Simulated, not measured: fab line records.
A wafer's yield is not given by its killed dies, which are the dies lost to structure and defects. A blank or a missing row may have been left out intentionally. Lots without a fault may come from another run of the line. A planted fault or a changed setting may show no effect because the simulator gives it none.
2 desks looking at one fault ; flow nand harc ; every desk sees just its own numbers, and what lay behind them comes last

## FROM THE METROLOGY DESK
Means of the sampled wafers that have a number, per lot and without regard to the tool the lot ran on: this is what the gauges read. If a lot's mean is further than 4 standard deviations from the usual mean, the lot is out of limits and carries the mark OUT (the distance appears in the brackets).
Columns: A = overlay x nm at NHARC_A_BONDPAD_OVL_MEAS_35, usual 0 nm; B = overlay y nm at NHARC_A_BONDPAD_OVL_MEAS_35, usual 0 nm
lot;first seen here;A;B
L885;day 23 10:05;-1;-1
L883;day 23 11:23;-9;-7
L884;day 24 00:07;2;-4
L886;day 24 01:47;-0;9
L893;day 27 21:25;4;3
L894;day 28 02:23;8;0
L898;day 29 04:17;2;-2
L902;day 30 21:51;8;-10
L905;day 31 18:18;-1;-3
L904;day 31 20:32;-1;4
L906;day 32 15:36;0;7
This desk's finding: nothing out of limits on any of the 11 lots.

## AT THE TOOL OWNER'S DESK: rie diel-09
The tool's own readings at NHARC_A_BONDPAD_ETCH_12 (etches the open film in CHF3/O2, target depth 220 nm, time 110 s): means of the sampled wafers that have a number, for each lot that ran on this tool. If a lot's mean is further than 4 standard deviations from the usual mean, the lot is out of limits and carries the mark OUT (the distance appears in the brackets).
Columns: A = chf3 flow sccm at NHARC_A_BONDPAD_ETCH_12, usual 50.02 sccm; B = drypump motor current A at NHARC_A_BONDPAD_ETCH_12, usual 6.0 A; C = oes product au at NHARC_A_BONDPAD_ETCH_12, usual 0.951 a.u.; D = rf vpp V at NHARC_A_BONDPAD_ETCH_12, usual 370.3 V; E = run length s at NHARC_A_BONDPAD_ETCH_12, usual 131.2 s; F = showerhead plenum p Torr at NHARC_A_BONDPAD_ETCH_12, usual 2.38 Torr; G = throttle valve pct at NHARC_A_BONDPAD_ETCH_12, usual 20.573 %
lot;first seen here;A;B;C;D;E;F;G
L885;day 23 10:23;50.04;5.9;0.954;370.4;131.1;2.40;20.573
L883;day 23 11:43;49.80;6.1;0.972;370.4;131.0;2.39;20.566
L884;day 24 00:25;50.03;6.0;0.972;370.2;131.3;2.40;20.573
L886;day 24 02:05;49.89;5.9;0.969;370.4;131.1;2.40;20.570
L893;day 27 21:45;50.03;6.2;0.969;370.5;116.8 (-24) OUT;2.37;20.583
L894;day 28 02:41;50.07;5.9;0.967;370.6;117.3 (-23) OUT;2.40;20.579
L905;day 31 18:36;49.83;6.2;0.930;371.1;130.9;2.37;20.579
L904;day 31 20:50;50.02;6.2;0.974;370.0;131.0;2.37;20.580
L906;day 32 15:54;50.06;6.2;0.934;370.5;131.6;2.38;20.578
This desk finds L893, L894 out of limits, L893 being first, at day 27 21:45 (run length s at NHARC_A_BONDPAD_ETCH_12). L885, L883, L884, L886, L905, L904, L906 stayed within limits.

## PUT TOGETHER
The tool owner's desk could have raised an alarm at day 27 21:45, on L893, L894.
At the metrology desk, nothing out of limits was observed.
The metrology desk has L893, L894 on record, within its limits.
NHARC_A_BONDPAD_ETCH_12 was run on rie diel-09 by each of the lots named.

## WHAT THE SIMULATOR HAD PUT IN
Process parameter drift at NHARC_A_BONDPAD_ETCH_12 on rie diel-09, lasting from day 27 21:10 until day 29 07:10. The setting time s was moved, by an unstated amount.
Shown lots that were struck: L893, L894.
Each desk's first reading out of limits, in hours after the fault started: the tool owner's desk, 1.
